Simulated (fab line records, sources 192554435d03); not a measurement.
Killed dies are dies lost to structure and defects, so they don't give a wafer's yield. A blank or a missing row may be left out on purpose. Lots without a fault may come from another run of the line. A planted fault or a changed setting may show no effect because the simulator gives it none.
fab line records | flow n5_finfet
record lots=7 wafers=21
route steps=1938 shown BEOL_M8@1370 BEOL_M9@1417 BEOL_M10@1500 BEOL_M11@1539 BEOL_M13@1696
start_h: hours from the record's first day to the start of the lot's first wafer shown | wait_h: hours since the lot's step before | " the same as in the row above | L1.1+2: a row that stands for several wafers | - no value, or no start given | * or withheld: withheld | < > ~ a bound
route shown NAME@n: a module of which the file shows steps, and the number in the route of the first | usual: mean/standard deviation of fault-free wafers | same: alike in all rows | chamber/n: place in a boat | sites: the reading at each site | _std_site: their standard deviation | _edge_site: outer sites' mean less inner sites' | radius_mm: how far each site lies from the wafer's centre | mask NAME#n: copy n | behind: the tool/chamber that last shaped the wafer | hold: why the lot was held/for how many hours/how that ended | device: the transistor (n, p or np) that didn't switch | end of line: the same wafers' tests at the end of the route | a step without rows: its recipe alone | killed: dies lost to structure and defects at the first sort, not the wafer's yield | map: a wafer's dies, x killed, . not, _ none there
set.NAME: the setting as run; set.NAME@STEP: as run at that earlier step | model.NAME: the simulator's own value behind a step, which no gauge read
lots whose settings were changed on purpose; a table a step, a row a wafer
## steps
# step N5_BEOL_M8_ETCH_65
# recipe chemistry=CF4 target=SiARC target_depth_a=156 mask_material=CAR-EUV time_s=26 ion_energy_ev=80 pressure_mtorr=40 source_w=545 bias_w=36 Ar_flow_sccm=100 cf4_flow_sccm=100 ends=cleared
# usual rf_vpp_V=184.1/1.1
# columns lot.wafer tool chamber start_h wait_h set.source_w set.dose_mj@BEOL_M8_EXPOSE_25 rf_vpp_V model.BEOL_M8.cd_nm
L076.1 rie_diel-03 1 207.49 0.0 545 39.47 183.4 38.6
L076.3 " 0 " " 545 42.5 185.4 40.4
L076.6 " 2 " " 545 42.5 183.5 40
L082.2 rie_diel-03 3 256.54 0.0 505.2 42.5 188.7 40
L082.4 " 1 " " 545 42.5 183.7 40
L082.5 " 0 " " 505.2 41.5 188.9 39.4
L088.1 rie_diel-01 2 280.41 0.0 545 42.5 183.2 39.8
L088.3 " 0 " " 545 42.5 183.9 40.4
L088.4 " 3 " " 545 42.5 186.7 40
L090.1 rie_diel-04 0 290.06 0.0 632.4 40.03 175.5 39
L090.2 " 2 " " 545 40.03 183.3 39
L090.3 " 3 " " 545 42.5 186.4 40.2
L091.3 rie_diel-03 1 313.58 0.0 545 45.56 183.3 41.4
L091.4 " 2 " " 545 45.56 182.5 41.8
L091.6 " 0 " " 545 45.56 184.7 41.8
L092.1 rie_diel-03 1 317.79 0.0 545 42.5 182.7 39.6
L092.3 " 0 " " 545 42.5 183.1 39.8
L092.4 " 2 " " 480.8 42.5 191.7 39.8
L096.2 rie_diel-03 1 337.35 0.0 545 42.5 182.6 40
L096.3 " 3 " " 545 42.5 183.7 40.2
L096.5 " 0 " " 545 43.39 185.7 41
# step N5_BEOL_M8_ETCH_66
# recipe chemistry=N2/H2 target=SOC target_depth_a=800 overetch_a=160 mask_material=SiARC temp_c=40 time_s=120 ion_energy_ev=200 pressure_mtorr=30 source_w=840 bias_w=150 n2_flow_sccm=200 h2_flow_sccm=200
# columns lot.wafer tool chamber start_h wait_h set.dose_mj@BEOL_M8_EXPOSE_25 model.BEOL_M8.cd_nm
L076.1 rie_diel-03 1 207.52 0.0 39.47 38.2
L076.3 " 0 " " 42.5 40.4
L076.6 " 2 " " 42.5 40
L082.2+4 rie_diel-03 3,1 256.57 0.0 42.5 40
L082.5 " 0 " " 41.5 39.2
L088.1 rie_diel-01 2 280.44 0.0 42.5 39.8
L088.3 " 0 " " 42.5 40.8
L088.4 " 3 " " 42.5 40.2
L090.1+2 rie_diel-04 0,2 290.08 0.0 40.03 39
L090.3 " 3 " " 42.5 40.2
L091.3 rie_diel-03 1 313.61 0.0 45.56 41.4
L091.4+6 " 2,0 " " 45.56 41.8
L092.1 rie_diel-03 1 317.81 0.0 42.5 39.8
L092.3+4 " 0,2 " " 42.5 39.6
L096.2 rie_diel-03 1 337.38 0.0 42.5 40.2
L096.3 " 3 " " 42.5 40.4
L096.5 " 0 " " 43.39 40.8
# step N5_BEOL_M9_DESCUM_16
# recipe chemistry=O2 time_s=7.9 source_power_w=50 bias_power_w=20 pressure_mtorr=20 rf_frequency_hz=2.712e+07 temp_c=40 resist=CAR-ArF o2_flow_sccm=225
# columns lot.wafer tool chamber start_h wait_h set.time_s model.CAR-ArF_of_BEOL_M9_COAT_05.thk_nm
L076.1+3 rie_diel-02 0,3 213.83 0.0 8.879 82.8
L076.6 " 1 " " 7.9 83.6
L082.2 rie_diel-05 0 262.48 0.3 7.9 83
L082.4+5 " 3,0 " " 7.9 83.2
L088.1+3+4 rie_diel-02 2,3,0 286.12 0.0 7.9 83.8
L090.1 rie_diel-02 2 298.09 0.0 7.9 83.4
L090.2 " 3 " " 8.698 83.2
L090.3 " 1 " " 8.698 82.8
L091.3+4 rie_diel-02 1,0 323.67 0.0 7.9 83.6
L091.6 " 1 " " 7.074 84.2
L092.1+4 rie_diel-02 2,3 326.69 0.3 7.9 82.8
L092.3 " 1 " " 7.9 82.6
L096.2 rie_diel-02 3 344.36 0.2 6.43 84.6
L096.3 " 2 " " 6.43 84.8
L096.5 " 3 " " 6.43 84.4
# step N5_BEOL_M9_ETCH_62
# recipe chemistry=N2/H2 target=SOC target_depth_a=1100 overetch_a=220 mask_material=SiARC temp_c=40 time_s=165 ion_energy_ev=200 pressure_mtorr=30 source_w=840 bias_w=150 n2_flow_sccm=200 h2_flow_sccm=200
# usual rf_vpp_V=526.0/2.5
# columns lot.wafer tool chamber start_h wait_h set.source_w rf_vpp_V
L076.1 rie_diel-02 0 213.91 0.0 840 526.4
L076.3 " 3 " " 840 527.2
L076.6 " 1 " " 840 529.3
L082.2 rie_diel-05 0 262.56 0.0 940.6 499.7
L082.4 " 3 " " 840 528.2
L082.5 " 0 " " 840 521.3
L088.1 rie_diel-02 2 286.21 0.0 840 528.0
L088.3 " 3 " " 840 527.0
L088.4 " 0 " " 840 524.9
L090.1 rie_diel-02 2 298.18 0.0 916.6 512.4
L090.2 " 3 " " 840 526.1
L090.3 " 1 " " 840 528.4
L091.3 rie_diel-02 1 323.76 0.0 703.1 560.2
L091.4 " 0 " " 840 526.2
L091.6 " 1 " " 840 527.9
L092.1 rie_diel-02 2 326.78 0.0 840 528.9
L092.3 " 1 " " 840 528.1
L092.4 " 3 " " 840 527.0
L096.2 rie_diel-02 3 344.45 0.0 840 525.8
L096.3 " 2 " " 900.8 517.3
L096.5 " 3 " " 900.8 515.4
# step N5_BEOL_M10_PEB_26
# recipe peb_temp_c=withheld peb_time_s=60 resist=CAR-ArF
# columns lot.wafer tool chamber start_h wait_h set.peb_time_s
L076.1+3+6 litho_track-01 0 220.79 0.1 60
L082.2+4+5 litho_track-05 0 272.82 0.1 60
L088.1+3+4 litho_track-02 0 296.46 0.1 60
L090.1+3 litho_track-05 0 307.07 0.1 56.11
L090.2 " 0 " " 60
L092.1 litho_track-02 0 336.60 0.1 60
L092.3+4 " 0 " " 48.22
L091.3 litho_track-02 0 336.77 0.0 60
L091.4+6 " 0 " " 67.07
L096.2+5 litho_track-01 0 355.59 0.1 60
L096.3 " 0 " " 70.93
# step N5_BEOL_M10_DEVELOP_27
# recipe develop_time_s=30 developer=TMAH resist=CAR-ArF rinse_liquid=diw dry=air_spin dev_temp_c=23
# step N5_BEOL_M10_CD_MEAS_28
# recipe target_cd_nm=70 landing_energy_ev=500 detector=se_inlens polarity=opening
# usual cd_nm=69.4/0.84
# columns lot.wafer tool chamber start_h wait_h set.peb_time_s@BEOL_M10_PEB_26 cd_nm
L076.1 cd_sem-02 0 220.86 - 60 70.5
L076.3 " 0 " " 60 69.9
L076.6 " 0 " " 60 69.7
L082.2 cd_sem-01 0 272.89 - 60 69.0
L082.4 " 0 " " 60 69.3
L082.5 " 0 " " 60 68.1
L088.1 cd_sem-01 0 296.53 - 60 68.6
L088.3 " 0 " " 60 69.0
L088.4 " 0 " " 60 69.2
L090.1 cd_sem-03 0 307.14 - 56.11 66.1
L090.2 " 0 " " 60 69.9
L090.3 " 0 " " 56.11 67.6
L092.1 cd_sem-03 0 336.67 - 60 67.8
L092.3 " 0 " " 48.22 57.9
L092.4 " 0 " " 48.22 58.7
L091.3 cd_sem-03 0 336.84 - 60 68.4
L091.4 " 0 " " 67.07 73.6
L091.6 " 0 " " 67.07 74.1
L096.2 cd_sem-01 0 355.66 - 60 69.3
L096.3 " 0 " " 70.93 77.3
L096.5 " 0 " " 60 70.4
# step N5_BEOL_M11_PECVD_70
# recipe material=SiO2 target_thk_a=200 temp_c=400 precursor=TEOS/O2 pressure_torr=5.5 rf_w=450 teos_flow_sccm=53.8 gas=O2 flow_sccm=3000 time_s=22.7
# columns lot.wafer tool chamber start_h wait_h set.time_s model.SiO2_of_BEOL_M11_PECVD_70.thk_nm
L076.1 pecvd-03 1 224.88 0.0 23.62 20.6
L076.3 " 0 " " 22.7 19.8
L076.6 " 2 " " 23.62 21
L082.2 pecvd-04 2 277.41 0.0 23.61 20.6
L082.4 " 1 " " 22.7 20.4
L082.5 " 0 " " 22.7 20.2
L088.1 pecvd-02 2 300.61 0.0 22.7 20
L088.3 " 1 " " 22.7 20.4
L088.4 " 0 " " 22.7 20.8
L090.1+3 pecvd-02 1,2 314.02 0.0 22.7 19.8
L090.2 " 0 " " 22.7 20.2
L092.1+3 pecvd-03 0,2 341.84 0.0 21.1 18.6
L092.4 " 2 " " 22.7 20.2
L091.3 pecvd-03 0 342.32 0.0 21.12 18.6
L091.4 " 1 " " 22.7 19.8
L091.6 " 0 " " 22.7 20.2
L096.2 pecvd-04 1 360.79 0.0 24.45 21.4
L096.3 " 2 " " 24.45 21.8
L096.5 " 1 " " 22.7 20.4
# step N5_BEOL_M11_COAT_59
# recipe resist=SOC temp_c=250 time_s=60 spin_rpm=1500 resist_thk_nm=100
# columns lot.wafer tool chamber start_h wait_h set.spin_rpm model.SOC_of_BEOL_M11_COAT_59.thk_nm
L076.1 litho_track-05 0 225.07 0.1 1620 95.8
L076.3 " 0 " " 1500 99.8
L076.6 " 0 " " 1500 100
L082.2 litho_track-03 0 278.62 0.1 1554 98.2
L082.4 " 0 " " 1554 98.4
L082.5 " 0 " " 1500 100.2
L088.1 litho_track-03 0 301.66 0.1 1500 100.4
L088.3+4 " 0 " " 1500 100.2
L090.1 litho_track-04 0 314.81 0.1 1500 100.2
L090.2 " 0 " " 1660 95.8
L090.3 " 0 " " 1660 95.4
L092.1 litho_track-03 0 343.68 0.1 1500 100.2
L092.3 " 0 " " 1346 106
L092.4 " 0 " " 1500 100.4
L091.3 litho_track-05 0 343.88 0.1 1500 99.8
L091.4 " 0 " " 1500 100
L091.6 " 0 " " 1500 100.2
L096.2 litho_track-04 0 362.02 0.1 1500 100
L096.3 " 0 " " 1500 99.8
L096.5 " 0 " " 1500 100.2
# step N5_BEOL_M11_COAT_60
# recipe resist=SiARC temp_c=220 time_s=60 spin_rpm=1500 resist_thk_nm=30
# step N5_BEOL_M11_COAT_05
# recipe resist=CAR-ArF spin_rpm=1500 resist_thk_nm=90
# step N5_BEOL_M11_DESCUM_16
# recipe chemistry=O2 time_s=7.9 source_power_w=50 bias_power_w=20 pressure_mtorr=20 rf_frequency_hz=2.712e+07 temp_c=40 resist=CAR-ArF o2_flow_sccm=225
# step N5_BEOL_M11_ETCH_61
# recipe chemistry=CF4 target=SiARC target_depth_a=390 mask_material=CAR-ArF time_s=65 ion_energy_ev=80 pressure_mtorr=40 source_w=545 bias_w=36 Ar_flow_sccm=100 cf4_flow_sccm=100 ends=cleared
# step N5_BEOL_M11_ETCH_62
# recipe chemistry=N2/H2 target=SOC target_depth_a=1100 overetch_a=220 mask_material=SiARC temp_c=40 time_s=165 ion_energy_ev=200 pressure_mtorr=30 source_w=840 bias_w=150 n2_flow_sccm=200 h2_flow_sccm=200
# columns lot.wafer tool chamber start_h wait_h set.spin_rpm@BEOL_M11_COAT_59 model.etch.depth_nm
L076.1 rie_diel-02 1 225.49 0.0 1620 95.86
L076.3 " 2 " " 1500 99.71
L076.6 " 3 " " 1500 100.1
L082.2 rie_diel-02 3 279.09 0.0 1554 98.11
L082.4 " 2 " " 1554 98.46
L082.5 " 0 " " 1500 100.3
L088.1 rie_diel-05 2 302.20 0.0 1500 100.4
L088.3+4 " 3,1 " " 1500 100.2
L090.1 rie_diel-05 2 315.35 0.0 1500 100.2
L090.2 " 1 " " 1660 95.74
L090.3 " 3 " " 1660 95.47
L092.1 rie_diel-06 3 344.26 0.0 1500 100.2
L092.3 " 1 " " 1346 106
L092.4 " 3 " " 1500 100.5
L091.3 rie_diel-06 3 344.51 0.0 1500 99.88
L091.4 " 3 " " 1500 99.98
L091.6 " 1 " " 1500 100.1
L096.2 rie_diel-05 0 362.58 0.0 1500 99.92
L096.3 " 3 " " 1500 99.76
L096.5 " 3 " " 1500 100.1
# step N5_BEOL_M11_STRIP_68
# recipe chemistry=N2/H2 temp_c=40 n2_flow_sccm=200 h2_flow_sccm=200 rf_frequency_hz=6e+07
# step N5_BEOL_M11_STRIP_67
# recipe chemistry=CF4 resist=SiARC power_w=300 bias_power_w=75 pressure_mtorr=50 cf4_flow_sccm=150 rf_frequency_hz=6e+07
# step N5_BEOL_M11_STRIP_77
# recipe chemistry=N2/H2 time_s=10 power_w=450 temp_c=40 pressure_mtorr=20 rf_frequency_hz=6e+07 bias_power_w=7 n2_flow_sccm=200 h2_flow_sccm=200
# step N5_BEOL_M11_HM_STRIP_39
# recipe chemistry=peroxide_tin_strip material=TiN target_depth_a=250 temp_c=50 time_s=158
# columns lot.wafer tool chamber start_h wait_h set.time_s@BEOL_M11_PECVD_70 model.SiO2_of_BEOL_M11_PECVD_70.thk_nm
L076.1 wet_bench-04 7 228.20 0.0 23.62 20.4
L076.3 " 0 " " 22.7 19.6
L076.6 " 4 " " 23.62 20.8
L082.2 wet_bench-01 5 280.52 0.0 23.61 20.4
L082.4 " 3 " " 22.7 20.2
L082.5 " 6 " " 22.7 20
L088.1 wet_bench-04 2 303.75 0.0 22.7 19.8
L088.3 " 4 " " 22.7 20.2
L088.4 " 3 " " 22.7 20.6
L090.1 wet_bench-04 2 317.14 0.0 22.7 19.8
L090.2 " 3 " " 22.7 20
L090.3 " 0 " " 22.7 19.6
L091.3 wet_bench-04 7 347.89 0.0 21.12 18.4
L091.4 " 1 " " 22.7 19.8
L091.6 " 5 " " 22.7 20
L092.1+3 wet_bench-04 6,2 348.92 0.0 21.1 18.4
L092.4 " 5 " " 22.7 20
L096.2 wet_bench-04 5 364.95 0.0 24.45 21.4
L096.3 " 3 " " 24.45 21.6
L096.5 " 6 " " 22.7 20.2
# step N5_BEOL_M13_TRENCH_ETCH_34
# recipe chemistry=C4F8/O2/Ar target=SiOC target_depth_a=4134.7 mask_material=SOC pressure_mtorr=30 source_w=3000 bias_w=700 Ar_flow_sccm=400 C4F8_flow_sccm=15 O2_flow_sccm=8 he_inner_torr=15 he_outer_torr=30 time_s=162.6 ion_energy_ev=250
# columns lot.wafer tool chamber start_h wait_h set.time_s model.etch.depth_nm
L076.1 rie_diel-05 2 240.02 0.0 162.6 406.1
L076.3 " 0 " " 162.6 402.2
L076.6 " 2 " " 162.6 407.7
L082.2 rie_diel-06 0 291.62 0.0 162.6 413.9
L082.4 " 0 " " 130.6 332.4
L082.5 " 3 " " 130.6 326.9
L088.1 rie_diel-06 1 321.91 0.0 162.6 418
L088.3 " 3 " " 162.6 404.9
L088.4 " 2 " " 162.6 421.1
L090.1 rie_diel-02 0 330.58 0.0 132.3 329.1
L090.2 " 1 " " 162.6 415.9
L090.3 " 3 " " 162.6 414.6
L091.3 rie_diel-06 3 359.61 0.0 162.6 404.5
L091.4 " 1 " " 142.4 363.8
L091.6 " 2 " " 162.6 418.3
L092.1 rie_diel-06 3 360.17 0.0 162.6 406.9
L092.3 " 1 " " 162.6 410
L092.4 " 0 " " 162.6 410.8
L096.2 rie_diel-02 1 377.75 0.0 143.9 371.4
L096.3 " 2 " " 162.6 418.3
L096.5 " 0 " " 143.9 361
# step N5_BEOL_M13_STRIP_70
# recipe chemistry=C4F8/O2/Ar resist=SiARC rf_frequency_hz=6e+07
# step N5_BEOL_M13_OCD_MEAS_35
# usual trench_depth_nm=413/6.2
# columns lot.wafer tool chamber start_h wait_h set.time_s@BEOL_M13_TRENCH_ETCH_34 trench_depth_nm
L076.1 ocd-02 - 240.19 0.0 162.6 406
L076.3 " - " " 162.6 402
L076.6 " - " " 162.6 408
L082.2 ocd-01 - 291.80 0.0 162.6 414
L082.4 " - " " 130.6 332
L082.5 " - " " 130.6 327
L088.1 ocd-01 - 322.09 0.0 162.6 418
L088.3 " - " " 162.6 405
L088.4 " - " " 162.6 421
L090.1 ocd-02 - 330.76 0.0 132.3 329
L090.2 " - " " 162.6 416
L090.3 " - " " 162.6 415
L091.3 ocd-02 - 359.79 0.0 162.6 405
L091.4 " - " " 142.4 364
L091.6 " - " " 162.6 419
L092.1 ocd-02 - 360.34 0.0 162.6 406
L092.3 " - " " 162.6 410
L092.4 " - " " 162.6 411
L096.2 ocd-02 - 377.93 0.0 143.9 371
L096.3 " - " " 162.6 418
L096.5 " - " " 143.9 361
# step N5_BEOL_M13_STRIP_37
# recipe chemistry=N2/H2 power_w=1000 temp_c=250 h2_frac=0.65 overash_fraction=0.3 pressure_mtorr=withheld n2_flow_sccm=1750 h2_flow_sccm=3250
# step N5_BEOL_M13_ETCH_38
# recipe chemistry=CF4/N2 target=SiCN target_depth_a=675 taper_deg=2 time_s=71.9 ion_energy_ev=150 mask_material=SiO2 pressure_mtorr=40 source_w=430 bias_w=70 Ar_flow_sccm=100 cf4_flow_sccm=60 n2_flow_sccm=60
# step N5_BEOL_M13_ECD_47
# recipe material=Cu target_thk_a=9360
# step N5_BEOL_M13_ANNEAL_48
# recipe temp_c=225 time_s=90 ambient=N2
# step N5_BEOL_M13_CMP_49
# recipe stop_on=SiOC t_overpolish_s=17.1 down_force_psi=1 platen_rpm=50 clearing_platen_down_force_psi=1.5 clearing_platen_rpm=50 post_cmp_clean=cu_alkaline target_thk_nm=420 clearing_platen_pad_velocity_m_s=0.99484 pad_velocity_m_s=0.99484
# columns lot.wafer tool chamber start_h wait_h set.time_s@BEOL_M13_TRENCH_ETCH_34 model.Cu_of_BEOL_M13_ECD_47.thk_nm
L076.3 cmp-04 0 245.14 0.2 162.6 409.6
L076.1+6 " 1,3 " " 162.6 413.8
L082.4 cmp-04 3 294.49 0.2 130.6 338
L082.2 " 0 " " 162.6 419.4
L082.5 " 0 " " 130.6 332.8
L088.1 cmp-02 2 324.52 0.3 162.6 424.6
L088.4 " 3 " " 162.6 426.6
L088.3 " 0 " " 162.6 409.4
L090.3 cmp-04 2 332.35 0.2 162.6 418.8
L090.2 " 3 " " 162.6 421.2
L090.1 " 0 " " 132.3 335.4
L091.3 cmp-04 2 362.67 0.2 162.6 409
L091.4 " 0 " " 142.4 369
L091.6 " 1 " " 162.6 424.6
L092.1 cmp-04 3 363.06 0.3 162.6 412.2
L092.3 " 0 " " 162.6 416.2
L092.4 " 1 " " 162.6 418.6
L096.2 cmp-02 2 383.59 0.4 143.9 378.4
L096.3 " 3 " " 162.6 425.2
L096.5 " 1 " " 143.9 368.2
# step N5_BEOL_M13_THK_MEAS_50
# recipe thk_meas_gauge=xrf reads=Cu_of_BEOL_M13_ECD_47
# usual M13_THK=432/7
# columns lot.wafer tool chamber start_h wait_h set.time_s@BEOL_M13_TRENCH_ETCH_34 M13_THK[nm]
L076.1 film_metro-02 - 245.40 - 162.6 425
L076.3 " - " " 162.6 423
L076.6 " - " " 162.6 424
L082.2 film_metro-01 - 294.78 - 162.6 431
L082.4 " - " " 130.6 345
L082.5 " - " " 130.6 343
L088.1 film_metro-02 - 324.81 - 162.6 438
L088.3 " - " " 162.6 422
L088.4 " - " " 162.6 438
L090.1 film_metro-02 - 332.65 - 132.3 345
L090.2 " - " " 162.6 432
L090.3 " - " " 162.6 431
L091.3 film_metro-02 - 362.93 - 162.6 417
L091.4 " - " " 142.4 378
L091.6 " - " " 162.6 434
L092.1 film_metro-02 - 363.31 - 162.6 425
L092.3 " - " " 162.6 427
L092.4 " - " " 162.6 431
L096.2 film_metro-01 - 383.81 - 143.9 389
L096.3 " - " " 162.6 439
L096.5 " - " " 143.9 379
# step N5_BEOL_M13_PRE_CLEAN_52
# recipe gas=NH3 time_s=15 temp_c=withheld rf_power_w=300
# step N5_BEOL_M13_DEP_53
# recipe material=SiCN target_thk_a=500 temp_c=withheld precursor=3MS/NH3 pressure_torr=3 rf_w=675 time_s=17.8
# step N5_BEOL_M13_RS_MEAS_54
# recipe thk_meas_gauge=four-point-probe reads=Cu_of_BEOL_M13_ECD_47+Ta_of_BEOL_M13_SPUTTER_44+TaN_of_BEOL_M13_SPUTTER_43
# usual M13_RS=0.0450/0.00068
# columns lot.wafer tool chamber start_h wait_h set.time_s@BEOL_M13_TRENCH_ETCH_34 M13_RS[ohm/sq]
L076.1 film_metro-02 - 245.52 0.0 162.6 0.0457
L076.3 " - " " 162.6 0.0461
L076.6 " - " " 162.6 0.0457
L082.2 film_metro-02 - 294.91 0.1 162.6 0.0450
L082.4 " - " " 130.6 0.0564
L082.5 " - " " 130.6 0.0572
L088.1 film_metro-01 - 324.94 0.0 162.6 0.0445
L088.3 " - " " 162.6 0.0462
L088.4 " - " " 162.6 0.0443
L090.1 film_metro-01 - 332.78 0.0 132.3 0.0567
L090.2 " - " " 162.6 0.0449
L090.3 " - " " 162.6 0.0451
L091.3 film_metro-01 - 363.05 0.1 162.6 0.0463
L091.4 " - " " 142.4 0.0514
L091.6 " - " " 162.6 0.0445
L092.1 film_metro-02 - 363.44 0.0 162.6 0.0458
L092.3 " - " " 162.6 0.0454
L092.4 " - " " 162.6 0.0451
L096.2 film_metro-02 - 383.94 0.1 143.9 0.0501
L096.3 " - " " 162.6 0.0444
L096.5 " - " " 143.9 0.0516
## key
split step=N5_BEOL_M8_ETCH_65 setting=source_w stated=545 by=wafer
response step=N5_BEOL_M8_ETCH_65 reading=rf_vpp_V change=-0.65 per=1% r=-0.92
split step=N5_BEOL_M9_DESCUM_16 setting=time_s stated=7.9 by=wafer
response step=N5_BEOL_M9_DESCUM_16 reading=model.CAR-ArF_of_BEOL_M9_COAT_05.thk_nm change=-0.0554 per=1% r=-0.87
split step=N5_BEOL_M9_ETCH_62 setting=source_w stated=840 by=wafer
response step=N5_BEOL_M9_ETCH_62 reading=rf_vpp_V change=-1.91 per=1% r=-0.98
split step=N5_BEOL_M10_PEB_26 setting=peb_time_s stated=60 by=wafer
response step=N5_BEOL_M10_CD_MEAS_28 reading=cd_nm change=+0.454 per=1% r=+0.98
split step=N5_BEOL_M11_PECVD_70 setting=time_s stated=22.7 by=wafer
response step=N5_BEOL_M11_PECVD_70 reading=model.SiO2_of_BEOL_M11_PECVD_70.thk_nm change=+0.187 per=1% r=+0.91
response step=N5_BEOL_M11_HM_STRIP_39 reading=model.SiO2_of_BEOL_M11_PECVD_70.thk_nm change=+0.195 per=1% r=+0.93
split step=N5_BEOL_M11_COAT_59 setting=spin_rpm stated=1500 by=wafer
response step=N5_BEOL_M11_COAT_59 reading=model.SOC_of_BEOL_M11_COAT_59.thk_nm change=-0.497 per=1% r=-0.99
response step=N5_BEOL_M11_ETCH_62 reading=model.etch.depth_nm change=-0.496 per=1% r=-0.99
split step=N5_BEOL_M13_TRENCH_ETCH_34 setting=time_s stated=162.6 by=wafer
response step=N5_BEOL_M13_TRENCH_ETCH_34 reading=model.etch.depth_nm change=+4.36 per=1% r=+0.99
response step=N5_BEOL_M13_OCD_MEAS_35 reading=trench_depth_nm change=+4.38 per=1% r=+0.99
response step=N5_BEOL_M13_CMP_49 reading=model.Cu_of_BEOL_M13_ECD_47.thk_nm change=+4.33 per=1% r=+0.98
response step=N5_BEOL_M13_THK_MEAS_50 reading=M13_THK change=+4.45 per=1% r=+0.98
response step=N5_BEOL_M13_RS_MEAS_54 reading=M13_RS change=-0.000587 per=1% r=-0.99
split outside_this_file step=N5_BEOL_M8_EXPOSE_25 setting=dose_mj
# split outside_this_file: this setting was split too, and the file shows its column; the key of that split is in another file
